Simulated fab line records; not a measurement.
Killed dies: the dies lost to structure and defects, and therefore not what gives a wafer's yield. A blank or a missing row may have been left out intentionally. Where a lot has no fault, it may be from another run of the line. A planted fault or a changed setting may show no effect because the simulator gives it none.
fab line records    flow n5_finfet
record lots=24  wafers=72  last_day=18
route steps=1938 shown BEOL_M12@1646 BEOL_M13@1705 BEOL_M14@1716
lots with no fault: from the same line, run without faults
start_h: hours from the record's first day to the start of the lot's first wafer shown    wait_h: time in hours since the lot's previous step    " repeats the value in the row above    L1.1+2: a single row standing in for several wafers    - value missing, or start not given    * or withheld: withheld    < > ~ a bound
route shown NAME@n: NAME is a module with steps in the file, n the number in the route of the first one    usual: average and standard deviation across the fault-free wafers    same: alike in all rows    chamber/n: place in a boat    sites: each site's reading    _std_site: how widely they spread, as a standard deviation    _edge_site: inner sites' mean taken away from outer sites' mean    radius_mm: how far each site lies from the wafer's centre    mask NAME#n: copy n    behind: tool/chamber where the wafer was last shaped    hold: reason for holding the lot/hours on hold/outcome of the hold    device: transistor that didn't switch, given as n, p or np    end of line: tests run on the same wafers once the route is complete    a step without rows: its recipe alone    killed: not the wafer's yield, but the dies lost to structure and defects at the first sort    map: a wafer's dies, x killed, . not, _ none there
set.NAME: the setting the step ran with; set.NAME@STEP: the setting that earlier step ran with    model.NAME: the simulator's own value behind a step, which no gauge read
route steps across a sampled set of lots; one table per step, one row per wafer
services: when a tool's chamber went out of use (start_h, in hours from the record's first day, below 0 if earlier), for how many hours, and the reason
## steps
# step N5_BEOL_M12_DEGAS_41
# recipe ambient=vacuum  temp_c=250  time_s=60
# usual heater_power_w=326/27
lot.wafer  tool            chamber  start_h  wait_h  heater_power_w
L074.3     pvd_sputter-01  -        234.49   0.4     313
L074.4     "               -        "        "       357
L074.6     "               -        "        "       314
L075.1     pvd_sputter-02  -        250.83   0.4     307
L075.3     "               -        "        "       285
L075.5     "               -        "        "       345
L076.3     pvd_sputter-01  -        257.57   0.5     357
L076.5     "               -        "        "       350
L076.6     "               -        "        "       314
L077.1     pvd_sputter-01  -        259.25   0.2     320
L077.2     "               -        "        "       327
L077.6     "               -        "        "       320
L078.3     pvd_sputter-03  -        260.14   0.6     348
L078.5     "               -        "        "       302
L078.6     "               -        "        "       350
L081.1     pvd_sputter-02  -        295.83   0.1     311
L081.3     "               -        "        "       337
L081.6     "               -        "        "       329
L080.1     pvd_sputter-01  -        296.06   0.2     343
L080.2     "               -        "        "       339
L080.3     "               -        "        "       302
L082.4     pvd_sputter-03  -        296.78   0.5     310
L082.5     "               -        "        "       353
L082.6     "               -        "        "       302
L083.3     pvd_sputter-02  -        307.94   0.2     349
L083.4     "               -        "        "       278
L083.6     "               -        "        "       278
L084.1     pvd_sputter-01  -        310.97   0.3     310
L084.4     "               -        "        "       362
L084.6     "               -        "        "       307
L079.2     pvd_sputter-02  -        324.61   0.6     339
L079.3     "               -        "        "       287
L079.6     "               -        "        "       336
L085.2     pvd_sputter-02  -        333.13   0.2     328
L085.3     "               -        "        "       345
L085.4     "               -        "        "       309
L087.1     pvd_sputter-02  -        337.41   0.0     326
L087.4     "               -        "        "       274
L087.5     "               -        "        "       342
L086.1     pvd_sputter-02  -        343.05   1.8     331
L086.2     "               -        "        "       286
L086.3     "               -        "        "       337
L088.1     pvd_sputter-02  -        353.92   0.6     345
L088.3     "               -        "        "       279
L088.6     "               -        "        "       333
L089.3     pvd_sputter-02  -        354.48   0.7     315
L089.4     "               -        "        "       346
L089.6     "               -        "        "       287
L090.2     pvd_sputter-03  -        360.73   0.2     312
L090.4     "               -        "        "       359
L090.6     "               -        "        "       409
L093.2     pvd_sputter-02  -        366.41   0.5     281
L093.4     "               -        "        "       320
L093.5     "               -        "        "       345
L091.2     pvd_sputter-02  -        369.35   0.2     292
L091.4     "               -        "        "       347
L091.5     "               -        "        "       276
L096.2     pvd_sputter-03  -        391.55   0.2     307
L096.4     "               -        "        "       401
L096.6     "               -        "        "       305
L092.1     pvd_sputter-01  -        392.10   0.0     305
L092.2     "               -        "        "       340
L092.5     "               -        "        "       344
L094.3     pvd_sputter-01  -        395.24   0.1     354
L094.4     "               -        "        "       323
L094.5     "               -        "        "       320
L095.2     pvd_sputter-01  -        397.84   2.5     311
L095.3     "               -        "        "       348
L095.5     "               -        "        "       336
L097.2     pvd_sputter-02  -        399.59   0.6     319
L097.3     "               -        "        "       286
L097.5     "               -        "        "       339
# step N5_BEOL_M12_PRE_CLEAN_42
# recipe gas=H2/He  time_s=30  temp_c=250
# usual heater_power_w=327/27
lot.wafer  tool            chamber  start_h  wait_h  heater_power_w
L074.3     pvd_sputter-01  -        234.53   0.0     319
L074.4     "               -        "        "       356
L074.6     "               -        "        "       314
L075.1     pvd_sputter-02  -        250.87   0.0     312
L075.3     "               -        "        "       278
L075.5     "               -        "        "       344
L076.3     pvd_sputter-01  -        257.61   0.0     349
L076.5     "               -        "        "       360
L076.6     "               -        "        "       310
L077.1     pvd_sputter-01  -        259.29   0.0     325
L077.2     "               -        "        "       336
L077.6     "               -        "        "       324
L078.3     pvd_sputter-03  -        260.18   0.0     354
L078.5     "               -        "        "       308
L078.6     "               -        "        "       354
L081.1     pvd_sputter-02  -        295.87   0.0     318
L081.3     "               -        "        "       329
L081.6     "               -        "        "       329
L080.1     pvd_sputter-01  -        296.10   0.0     361
L080.2     "               -        "        "       328
L080.3     "               -        "        "       306
L082.4     pvd_sputter-03  -        296.82   0.0     306
L082.5     "               -        "        "       358
L082.6     "               -        "        "       298
L083.3     pvd_sputter-02  -        307.98   0.0     346
L083.4     "               -        "        "       282
L083.6     "               -        "        "       288
L084.1     pvd_sputter-01  -        311.01   0.0     320
L084.4     "               -        "        "       361
L084.6     "               -        "        "       301
L079.2     pvd_sputter-02  -        324.65   0.0     340
L079.3     "               -        "        "       285
L079.6     "               -        "        "       326
L085.2     pvd_sputter-02  -        333.17   0.0     331
L085.3     "               -        "        "       346
L085.4     "               -        "        "       317
L087.1     pvd_sputter-02  -        337.45   0.0     321
L087.4     "               -        "        "       286
L087.5     "               -        "        "       343
L086.1     pvd_sputter-02  -        343.09   0.0     336
L086.2     "               -        "        "       280
L086.3     "               -        "        "       329
L088.1     pvd_sputter-02  -        353.96   0.0     339
L088.3     "               -        "        "       284
L088.6     "               -        "        "       322
L089.3     pvd_sputter-02  -        354.52   0.0     314
L089.4     "               -        "        "       346
L089.6     "               -        "        "       281
L090.2     pvd_sputter-03  -        360.77   0.0     302
L090.4     "               -        "        "       354
L090.6     "               -        "        "       399
L093.2     pvd_sputter-02  -        366.45   0.0     286
L093.4     "               -        "        "       314
L093.5     "               -        "        "       347
L091.2     pvd_sputter-02  -        369.39   0.0     282
L091.4     "               -        "        "       335
L091.5     "               -        "        "       287
L096.2     pvd_sputter-03  -        391.59   0.0     301
L096.4     "               -        "        "       423
L096.6     "               -        "        "       314
L092.1     pvd_sputter-01  -        392.14   0.0     303
L092.2     "               -        "        "       338
L092.5     "               -        "        "       356
L094.3     pvd_sputter-01  -        395.28   0.0     355
L094.4     "               -        "        "       309
L094.5     "               -        "        "       312
L095.2     pvd_sputter-01  -        397.88   0.0     315
L095.3     "               -        "        "       348
L095.5     "               -        "        "       344
L097.2     pvd_sputter-02  -        399.63   0.0     325
L097.3     "               -        "        "       285
L097.5     "               -        "        "       337
# step N5_BEOL_M12_SPUTTER_45
# recipe material=Cu  target_thk_a=800  temp_c=-20  bias_v=60  power_w=26000  chamber_pressure_pa=0.13  time_s=13.33
# usual chuck_gas_flow_sccm=1.27/0.053  throttle_valve_pct=30.2/0.91
lot.wafer  tool            chamber  start_h  wait_h  chuck_gas_flow_sccm  throttle_valve_pct
L074.3     pvd_sputter-01  -        234.73   0.0     1.38                 29.1
L074.4     "               -        "        "       1.20                 31.3
L074.6     "               -        "        "       1.36                 28.9
L075.1     pvd_sputter-02  -        251.07   0.0     1.23                 31.8
L075.3     "               -        "        "       1.19                 30.1
L075.5     "               -        "        "       1.29                 30.8
L076.3     pvd_sputter-01  -        257.81   0.0     1.24                 31.0
L076.5     "               -        "        "       1.30                 31.2
L076.6     "               -        "        "       1.29                 29.1
L077.1     pvd_sputter-01  -        259.49   0.0     1.24                 28.8
L077.2     "               -        "        "       1.33                 30.1
L077.6     "               -        "        "       1.35                 29.1
L078.3     pvd_sputter-03  -        260.38   0.0     1.24                 29.6
L078.5     "               -        "        "       1.25                 30.2
L078.6     "               -        "        "       1.24                 29.7
L081.1     pvd_sputter-02  -        296.07   0.0     1.23                 31.7
L081.3     "               -        "        "       1.26                 29.5
L081.6     "               -        "        "       1.36                 29.4
L080.1     pvd_sputter-01  -        296.30   0.0     1.22                 31.1
L080.2     "               -        "        "       1.26                 30.1
L080.3     "               -        "        "       1.21                 30.3
L082.4     pvd_sputter-03  -        297.02   0.0     1.32                 28.3
L082.5     "               -        "        "       1.36                 29.6
L082.6     "               -        "        "       1.30                 30.3
L083.3     pvd_sputter-02  -        308.18   0.0     1.24                 30.8
L083.4     "               -        "        "       1.26                 30.1
L083.6     "               -        "        "       1.30                 30.4
L084.1     pvd_sputter-01  -        311.21   0.0     1.35                 28.8
L084.4     "               -        "        "       1.30                 31.3
L084.6     "               -        "        "       1.27                 30.4
L079.2     pvd_sputter-02  -        324.85   0.0     1.31                 30.5
L079.3     "               -        "        "       1.29                 30.3
L079.6     "               -        "        "       1.36                 29.2
L085.2     pvd_sputter-02  -        333.37   0.0     1.19                 29.4
L085.3     "               -        "        "       1.28                 30.5
L085.4     "               -        "        "       1.34                 31.4
L087.1     pvd_sputter-02  -        337.65   0.0     1.25                 29.5
L087.4     "               -        "        "       1.27                 30.2
L087.5     "               -        "        "       1.28                 30.6
L086.1     pvd_sputter-02  -        343.29   0.0     1.24                 30.8
L086.2     "               -        "        "       1.25                 29.9
L086.3     "               -        "        "       1.25                 29.2
L088.1     pvd_sputter-02  -        354.16   0.0     1.36                 30.5
L088.3     "               -        "        "       1.23                 30.3
L088.6     "               -        "        "       1.19                 29.3
L089.3     pvd_sputter-02  -        354.72   0.0     1.20                 31.6
L089.4     "               -        "        "       1.13                 30.6
L089.6     "               -        "        "       1.34                 30.2
L090.2     pvd_sputter-03  -        360.97   0.0     1.26                 30.1
L090.4     "               -        "        "       1.34                 29.4
L090.6     "               -        "        "       1.27                 29.2
L093.2     pvd_sputter-02  -        366.65   0.0     1.27                 30.4
L093.4     "               -        "        "       1.31                 31.5
L093.5     "               -        "        "       1.31                 30.6
L091.2     pvd_sputter-02  -        369.59   0.0     1.31                 30.1
L091.4     "               -        "        "       1.30                 30.5
L091.5     "               -        "        "       1.28                 30.2
L096.2     pvd_sputter-03  -        391.79   0.0     1.20                 30.4
L096.4     "               -        "        "       1.29                 29.3
L096.6     "               -        "        "       1.14                 30.2
L092.1     pvd_sputter-01  -        392.34   0.0     1.24                 30.5
L092.2     "               -        "        "       1.22                 30.0
L092.5     "               -        "        "       1.16                 31.2
L094.3     pvd_sputter-01  -        395.48   0.0     1.21                 31.4
L094.4     "               -        "        "       1.19                 29.0
L094.5     "               -        "        "       1.28                 28.9
L095.2     pvd_sputter-01  -        398.11   0.0     1.25                 28.9
L095.3     "               -        "        "       1.24                 29.6
L095.5     "               -        "        "       1.24                 29.9
L097.2     pvd_sputter-02  -        399.83   0.0     1.25                 31.6
L097.3     "               -        "        "       1.33                 30.1
L097.5     "               -        "        "       1.23                 30.7
# step N5_BEOL_M12_RS_MEAS_54
# recipe thk_meas_gauge=four-point-probe  reads=Cu_of_BEOL_M12_ECD_47+Ta_of_BEOL_M12_SPUTTER_44+TaN_of_BEOL_M12_SPUTTER_43
# usual M12_RS=0.0602/0.00081
lot.wafer  tool           chamber  start_h  wait_h  M12_RS[ohm/sq]
L074.3     film_metro-01  -        235.89   0.0     0.0611
L074.4     "              -        "        "       0.0594
L074.6     "              -        "        "       0.0599
L075.1     film_metro-02  -        252.20   0.0     0.0598
L075.3     "              -        "        "       0.0607
L075.5     "              -        "        "       0.0604
L076.3     film_metro-01  -        258.79   0.0     0.0607
L076.5     "              -        "        "       0.0594
L076.6     "              -        "        "       0.0603
L077.1     film_metro-01  -        260.51   0.0     0.0594
L077.2     "              -        "        "       0.0608
L077.6     "              -        "        "       0.0596
L078.3     film_metro-02  -        261.36   0.0     0.0602
L078.5     "              -        "        "       0.0595
L078.6     "              -        "        "       0.0608
L081.1     film_metro-01  -        297.67   0.0     0.0606
L081.3     "              -        "        "       0.0604
L081.6     "              -        "        "       0.0610
L080.1     film_metro-01  -        297.72   0.0     0.0596
L080.2     "              -        "        "       0.0596
L080.3     "              -        "        "       0.0596
L082.4     film_metro-01  -        298.18   0.0     0.0591
L082.5     "              -        "        "       0.0613
L082.6     "              -        "        "       0.0618
L083.3     film_metro-01  -        309.42   0.0     0.0607
L083.4     "              -        "        "       0.0601
L083.6     "              -        "        "       0.0608
L084.1     film_metro-01  -        312.31   0.0     0.0595
L084.4     "              -        "        "       0.0605
L084.6     "              -        "        "       0.0600
L079.2     film_metro-02  -        325.84   0.0     0.0587
L079.3     "              -        "        "       0.0597
L079.6     "              -        "        "       0.0585
L085.2     film_metro-02  -        335.08   0.0     0.0600
L085.3     "              -        "        "       0.0604
L085.4     "              -        "        "       0.0597
L087.1     film_metro-01  -        338.63   0.0     0.0614
L087.4     "              -        "        "       0.0608
L087.5     "              -        "        "       0.0611
L086.1     film_metro-02  -        344.27   0.0     0.0590
L086.2     "              -        "        "       0.0618
L086.3     "              -        "        "       0.0609
L088.1     film_metro-02  -        355.14   0.0     0.0613
L088.3     "              -        "        "       0.0591
L088.6     "              -        "        "       0.0604
L089.3     film_metro-01  -        355.71   0.0     0.0594
L089.4     "              -        "        "       0.0593
L089.6     "              -        "        "       0.0597
L090.2     film_metro-02  -        361.95   0.0     0.0614
L090.4     "              -        "        "       0.0604
L090.6     "              -        "        "       0.0615
L093.2     film_metro-02  -        367.81   0.0     0.0601
L093.4     "              -        "        "       0.0606
L093.5     "              -        "        "       0.0597
L091.2     film_metro-01  -        370.57   0.0     0.0607
L091.4     "              -        "        "       0.0610
L091.5     "              -        "        "       0.0594
L096.2     film_metro-02  -        392.84   0.0     0.0601
L096.4     "              -        "        "       0.0610
L096.6     "              -        "        "       0.0608
L092.1     film_metro-02  -        393.32   0.0     0.0586
L092.2     "              -        "        "       0.0609
L092.5     "              -        "        "       0.0612
L094.3     film_metro-01  -        396.46   0.0     0.0599
L094.4     "              -        "        "       0.0584
L094.5     "              -        "        "       0.0595
L095.2     film_metro-01  -        399.31   0.0     0.0607
L095.3     "              -        "        "       0.0613
L095.5     "              -        "        "       0.0591
L097.2     film_metro-02  -        401.05   0.0     0.0610
L097.3     "              -        "        "       0.0604
L097.5     "              -        "        "       0.0607
# step N5_BEOL_M13_SPUTTER_43
# recipe material=TaN  target_thk_a=150  temp_c=50  bias_v=168.6  power_w=15000  chamber_pressure_pa=0.12  time_s=24.19
# usual throttle_valve_pct=29.9/0.99
lot.wafer  tool            chamber  start_h  wait_h  throttle_valve_pct
L074.3     pvd_sputter-01  -        241.27   0.0     31.3
L074.4     "               -        "        "       30.5
L074.6     "               -        "        "       31.1
L075.1     pvd_sputter-01  -        259.73   0.0     28.7
L075.3     "               -        "        "       30.0
L075.5     "               -        "        "       29.8
L076.3     pvd_sputter-03  -        262.48   0.0     29.9
L076.5     "               -        "        "       29.4
L076.6     "               -        "        "       29.6
L077.1     pvd_sputter-01  -        265.16   0.0     31.4
L077.2     "               -        "        "       28.9
L077.6     "               -        "        "       31.2
L078.3     pvd_sputter-02  -        265.34   0.0     30.7
L078.5     "               -        "        "       30.0
L078.6     "               -        "        "       30.7
L081.1     pvd_sputter-01  -        302.72   0.0     31.1
L081.3     "               -        "        "       29.7
L081.6     "               -        "        "       31.2
L080.1     pvd_sputter-03  -        303.06   0.0     28.1
L080.2     "               -        "        "       29.4
L080.3     "               -        "        "       30.6
L082.4     pvd_sputter-02  -        303.96   0.0     31.8
L082.5     "               -        "        "       30.2
L082.6     "               -        "        "       30.7
L083.3     pvd_sputter-01  -        314.36   0.0     28.9
L083.4     "               -        "        "       30.1
L083.6     "               -        "        "       30.5
L084.1     pvd_sputter-02  -        318.46   0.0     30.7
L084.4     "               -        "        "       31.9
L084.6     "               -        "        "       29.6
L079.2     pvd_sputter-03  -        332.86   0.0     28.1
L079.3     "               -        "        "       29.3
L079.6     "               -        "        "       28.3
L085.2     pvd_sputter-03  -        344.03   0.0     29.2
L085.3     "               -        "        "       30.1
L085.4     "               -        "        "       28.2
L087.1     pvd_sputter-03  -        345.89   0.0     29.5
L087.4     "               -        "        "       30.2
L087.5     "               -        "        "       29.3
L086.1     pvd_sputter-02  -        350.94   0.0     29.4
L086.2     "               -        "        "       30.5
L086.3     "               -        "        "       32.0
L088.1     pvd_sputter-02  -        360.12   0.0     31.7
L088.3     "               -        "        "       30.6
L088.6     "               -        "        "       30.7
L089.3     pvd_sputter-01  -        369.54   0.0     30.8
L089.4     "               -        "        "       29.7
L089.6     "               -        "        "       31.5
L090.2     pvd_sputter-02  -        369.75   0.0     31.6
L090.4     "               -        "        "       29.4
L090.6     "               -        "        "       31.7
L093.2     pvd_sputter-01  -        372.10   0.0     29.0
L093.4     "               -        "        "       29.8
L093.5     "               -        "        "       29.0
L091.2     pvd_sputter-03  -        374.01   0.0     28.6
L091.4     "               -        "        "       29.5
L091.5     "               -        "        "       28.3
L096.2     pvd_sputter-02  -        398.95   0.0     30.7
L096.4     "               -        "        "       29.4
L096.6     "               -        "        "       29.2
L092.1     pvd_sputter-03  -        400.03   0.0     30.3
L092.2     "               -        "        "       29.5
L092.5     "               -        "        "       29.8
L094.3     pvd_sputter-03  -        400.35   0.0     30.1
L094.4     "               -        "        "       28.4
L094.5     "               -        "        "       30.3
L095.2     pvd_sputter-01  -        403.05   0.0     30.0
L095.3     "               -        "        "       29.0
L095.5     "               -        "        "       30.5
L097.2     pvd_sputter-03  -        404.73   0.0     30.1
L097.3     "               -        "        "       29.7
L097.5     "               -        "        "       28.0
# step N5_BEOL_M14_ILD_DEP_00
# recipe material=SiO2  target_thk_a=11193  temp_c=400  precursor=TEOS/O2  pressure_torr=6.5  rf_w=900  teos_flow_sccm=161.4  gas=O2  flow_sccm=2650  time_s=237.4
# usual heater_power_w=562/93  rf_fwd_power_W=897.0/2.9  showerhead_plenum_p_Torr=8.357/0.026  throttle_valve_pct=18.4/0.96
lot.wafer  tool      chamber  start_h  wait_h  heater_power_w  rf_fwd_power_W  showerhead_plenum_p_Torr  throttle_valve_pct
L074.3     pecvd-04  1        242.58   0.1     667             896.2           8.356                     19.1
L074.4     "         0        "        "       453             896.8           8.419                     17.6
L074.6     "         1        "        "       720             893.7           8.365                     19.4
L075.1     pecvd-01  2        260.95   0.0     500             900.7           8.337                     17.1
L075.3     "         1        "        "       662             896.0           8.356                     19.7
L075.5     "         1        "        "       703             896.4           8.327                     19.4
L076.3     pecvd-01  2        265.06   0.0     555             892.7           8.348                     17.1
L076.5     "         2        "        "       590             891.8           8.340                     17.7
L076.6     "         1        "        "       733             897.0           8.345                     19.4
L078.3     pecvd-01  1        267.11   0.0     735             898.8           8.338                     19.5
L078.5     "         0        "        "       580             903.9           8.375                     18.3
L078.6     "         1        "        "       573             896.6           8.346                     19.8
L077.1     pecvd-02  1        267.34   0.0     432             895.9           8.287                     18.5
L077.2     "         0        "        "       490             894.5           8.346                     19.5
L077.6     "         2        "        "       599             900.5           8.389                     16.9
L081.1     pecvd-02  0        303.95   0.0     519             899.4           8.339                     19.2
L081.3     "         2        "        "       564             902.8           8.402                     16.9
L081.6     "         2        "        "       594             903.9           8.396                     17.0
L080.1     pecvd-02  0        304.28   0.0     437             893.9           8.305                     19.5
L080.2     "         1        "        "       378             896.5           8.279                     18.8
L080.3     "         2        "        "       520             897.1           8.384                     16.9
L082.4     pecvd-01  2        305.40   0.1     569             893.1           8.333                     17.4
L082.5     "         0        "        "       586             896.5           8.390                     18.4
L082.6     "         1        "        "       585             902.3           8.325                     19.8
L083.3     pecvd-04  1        315.58   0.0     733             893.5           8.363                     19.2
L083.4     "         0        "        "       578             900.5           8.414                     17.7
L083.6     "         2        "        "       473             892.3           8.363                     17.4
L084.1     pecvd-01  2        319.68   0.0     552             895.3           8.346                     17.7
L084.4     "         1        "        "       589             895.2           8.337                     19.7
L084.6     "         2        "        "       447             893.9           8.361                     17.3
L079.2     pecvd-01  1        334.72   0.0     718             895.9           8.366                     19.7
L079.3     "         2        "        "       595             893.0           8.366                     17.3
L079.6     "         1        "        "       570             899.1           8.341                     19.4
L085.2     pecvd-01  0        345.27   0.0     516             892.5           8.350                     18.0
L085.3     "         1        "        "       728             902.5           8.347                     19.5
L085.4     "         2        "        "       552             895.6           8.360                     17.3
L087.1     pecvd-04  0        347.14   0.0     594             897.1           8.398                     17.9
L087.4     "         0        "        "       445             894.0           8.418                     17.9
L087.5     "         1        "        "       702             898.5           8.342                     19.2
L086.1     pecvd-01  2        352.16   0.0     583             895.8           8.324                     17.1
L086.2     "         0        "        "       539             898.2           8.377                     18.4
L086.3     "         1        "        "       599             899.8           8.358                     19.6
L088.1     pecvd-01  0        361.42   0.0     514             900.8           8.388                     18.3
L088.3     "         2        "        "       611             897.4           8.353                     17.4
L088.6     "         0        "        "       580             896.4           8.376                     18.4
L089.3     pecvd-01  0        370.77   0.0     467             898.2           8.377                     18.1
L089.4     "         2        "        "       568             894.7           8.344                     17.5
L089.6     "         1        "        "       650             896.0           8.351                     19.5
L090.2     pecvd-01  2        371.22   0.0     591             893.8           8.342                     17.7
L090.4     "         1        "        "       588             899.5           8.355                     19.6
L090.6     "         2        "        "       451             896.8           8.347                     17.5
L093.2     pecvd-01  0        373.32   0.0     442             894.3           8.371                     18.1
L093.4     "         1        "        "       719             891.4           8.342                     19.7
L093.5     "         2        "        "       464             896.1           8.352                     17.6
L091.2     pecvd-01  2        375.40   0.0     559             894.0           8.340                     17.3
L091.4     "         1        "        "       577             897.1           8.339                     19.8
L091.5     "         0        "        "       425             897.3           8.383                     18.2
L096.2     pecvd-02  2        400.17   0.0     469             901.1           8.383                     17.1
L096.4     "         2        "        "       555             900.5           8.375                     16.9
L096.6     "         2        "        "       629             901.5           8.393                     17.0
L092.1     pecvd-01  1        401.38   0.0     695             899.8           8.336                     19.6
L092.2     "         2        "        "       557             892.4           8.352                     17.5
L092.5     "         2        "        "       596             891.9           8.365                     17.5
L094.3     pecvd-01  1        401.70   0.0     688             894.1           8.343                     19.6
L094.4     "         0        "        "       552             897.2           8.374                     18.3
L094.5     "         2        "        "       451             889.4           8.343                     17.3
L095.2     pecvd-01  0        404.28   0.0     449             896.3           8.370                     18.3
L095.3     "         2        "        "       609             893.5           8.359                     17.5
L095.5     "         2        "        "       458             895.4           8.338                     17.4
L097.2     pecvd-01  0        405.97   0.0     517             900.7           8.376                     18.2
L097.3     "         2        "        "       464             895.2           8.345                     17.7
L097.5     "         2        "        "       542             892.2           8.350                     17.4
## services
tool            chamber  start_h  hours  kind
pecvd-04        2        233.81   14.8   repair
pecvd-04        -        237.05   0.8    repair
pecvd-04        -        264.72   2.1    repair
pecvd-02        2        268.35   5.5    scheduled_down
pvd_sputter-01  -        272.12   7.8    repair
pecvd-01        0        318.38   5.5    scheduled_down
pvd_sputter-01  -        353.12   1.8    repair
pecvd-02        1        383.62   -      clean
pecvd-02        1        383.62   -      consumable_replace:showerhead
pecvd-02        1        383.62   29.0   scheduled_down
pecvd-02        1        383.62   29.0   vent_cycle
pecvd-02        -        385.94   0.4    repair
pvd_sputter-03  -        400.63   1.9    repair
## key
fault none
